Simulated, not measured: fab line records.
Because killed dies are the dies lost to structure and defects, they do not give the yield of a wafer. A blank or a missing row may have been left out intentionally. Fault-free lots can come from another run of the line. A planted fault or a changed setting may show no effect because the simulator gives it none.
Chamber matching || flow n5Finfet || N5_BEOL_M0_SAQP_MANDREL2_REMOVE_110 on rieSi-03: 4 sister chambers
The step chemistry HBr/Cl2/O2, target a-Si, stops on SiCN, bt time 10 s. 14 wafers are shown with their chamber, then 7 later ones without.

EACH WAFER AND ITS CHAMBER
{"wafer": "L078.3", "chamber": 0, "drypumpMotorCurrentA (A)": 4.7, "throttleValvePct (%)": 36.72, "oesProductAu (a.u.)": 1.019}
{"wafer": "L078.5", "chamber": 0, "drypumpMotorCurrentA (A)": 4.7, "throttleValvePct (%)": 36.69, "oesProductAu (a.u.)": 1.011}
{"wafer": "L078.6", "chamber": 1, "drypumpMotorCurrentA (A)": 5.2, "throttleValvePct (%)": 36.86, "oesProductAu (a.u.)": 1.005}
{"wafer": "L082.4", "chamber": 2, "drypumpMotorCurrentA (A)": 5.4, "throttleValvePct (%)": 36.99, "oesProductAu (a.u.)": 1.014}
{"wafer": "L082.5", "chamber": 0, "drypumpMotorCurrentA (A)": 4.7, "throttleValvePct (%)": 36.69, "oesProductAu (a.u.)": 1.021}
{"wafer": "L082.6", "chamber": 3, "drypumpMotorCurrentA (A)": 6.1, "throttleValvePct (%)": 36.51, "oesProductAu (a.u.)": 0.998}
{"wafer": "L083.3", "chamber": 3, "drypumpMotorCurrentA (A)": 6.1, "throttleValvePct (%)": 36.50, "oesProductAu (a.u.)": 0.983}
{"wafer": "L083.4", "chamber": 2, "drypumpMotorCurrentA (A)": 5.5, "throttleValvePct (%)": 37.00, "oesProductAu (a.u.)": 1.000}
{"wafer": "L083.6", "chamber": 2, "drypumpMotorCurrentA (A)": 5.5, "throttleValvePct (%)": 37.00, "oesProductAu (a.u.)": 1.010}
{"wafer": "L084.1", "chamber": 2, "drypumpMotorCurrentA (A)": 5.5, "throttleValvePct (%)": 37.00, "oesProductAu (a.u.)": 1.017}
{"wafer": "L084.4", "chamber": 3, "drypumpMotorCurrentA (A)": 6.1, "throttleValvePct (%)": 36.52, "oesProductAu (a.u.)": 0.986}
{"wafer": "L084.6", "chamber": 1, "drypumpMotorCurrentA (A)": 5.2, "throttleValvePct (%)": 36.87, "oesProductAu (a.u.)": 0.999}
{"wafer": "L094.3", "chamber": 0, "drypumpMotorCurrentA (A)": 4.7, "throttleValvePct (%)": 36.70, "oesProductAu (a.u.)": 1.006}
{"wafer": "L094.4", "chamber": 3, "drypumpMotorCurrentA (A)": 6.1, "throttleValvePct (%)": 36.51, "oesProductAu (a.u.)": 0.980}

SIGNATURES, as means of the wafers listed above
{"reading": "drypumpMotorCurrentA", "chamber 0": 4.700, "chamber 1": 5.200, "chamber 2": 5.475, "chamber 3": 6.100, "scatter within a chamber": 0.0274}
{"reading": "throttleValvePct", "chamber 0": 36.7000, "chamber 1": 36.8650, "chamber 2": 36.9975, "chamber 3": 36.5100, "scatter within a chamber": 0.00962}
{"reading": "oesProductAu", "chamber 0": 1.01425, "chamber 1": 1.00200, "chamber 2": 1.01025, "chamber 3": 0.98675, "scatter within a chamber": 0.00719}
Rule: distance of a wafer from a chamber = root of the sum over the readings of ((wafer's reading minus chamber's mean) / reading's scatter) squared. The wafer belongs to the nearest chamber; if the next one is less than 2 further off, it can't be placed. The scatter: take each reading less its chamber's mean, square it, sum over the shown wafers, divide by the number of wafers less the number of chambers, and take the root.

WAFERS WITH NO CHAMBER GIVEN
{"wafer": "L094.5", "drypumpMotorCurrentA (A)": 5.2, "throttleValvePct (%)": 36.87, "oesProductAu (a.u.)": 1.000}
{"wafer": "L092.1", "drypumpMotorCurrentA (A)": 5.2, "throttleValvePct (%)": 36.87, "oesProductAu (a.u.)": 1.001}
{"wafer": "L092.2", "drypumpMotorCurrentA (A)": 4.7, "throttleValvePct (%)": 36.69, "oesProductAu (a.u.)": 1.009}
{"wafer": "L092.5", "drypumpMotorCurrentA (A)": 5.2, "throttleValvePct (%)": 36.86, "oesProductAu (a.u.)": 1.002}
{"wafer": "L097.2", "drypumpMotorCurrentA (A)": 6.1, "throttleValvePct (%)": 36.51, "oesProductAu (a.u.)": 0.981}
{"wafer": "L097.3", "drypumpMotorCurrentA (A)": 5.5, "throttleValvePct (%)": 37.01, "oesProductAu (a.u.)": 1.014}
{"wafer": "L097.5", "drypumpMotorCurrentA (A)": 5.5, "throttleValvePct (%)": 37.00, "oesProductAu (a.u.)": 1.016}

EACH ONE'S CHAMBER
{"wafer": "L094.5", "from the rows above": 1, "in truth": 1}
{"wafer": "L092.1", "from the rows above": 1, "in truth": 1}
{"wafer": "L092.2", "from the rows above": 0, "in truth": 0}
{"wafer": "L092.5", "from the rows above": 1, "in truth": 1}
{"wafer": "L097.2", "from the rows above": 3, "in truth": 3}
{"wafer": "L097.3", "from the rows above": 2, "in truth": 2}
{"wafer": "L097.5", "from the rows above": 2, "in truth": 2}
Correctly placed: 7 of 7. Not placeable from these rows: 0. Placed wrongly: 0.
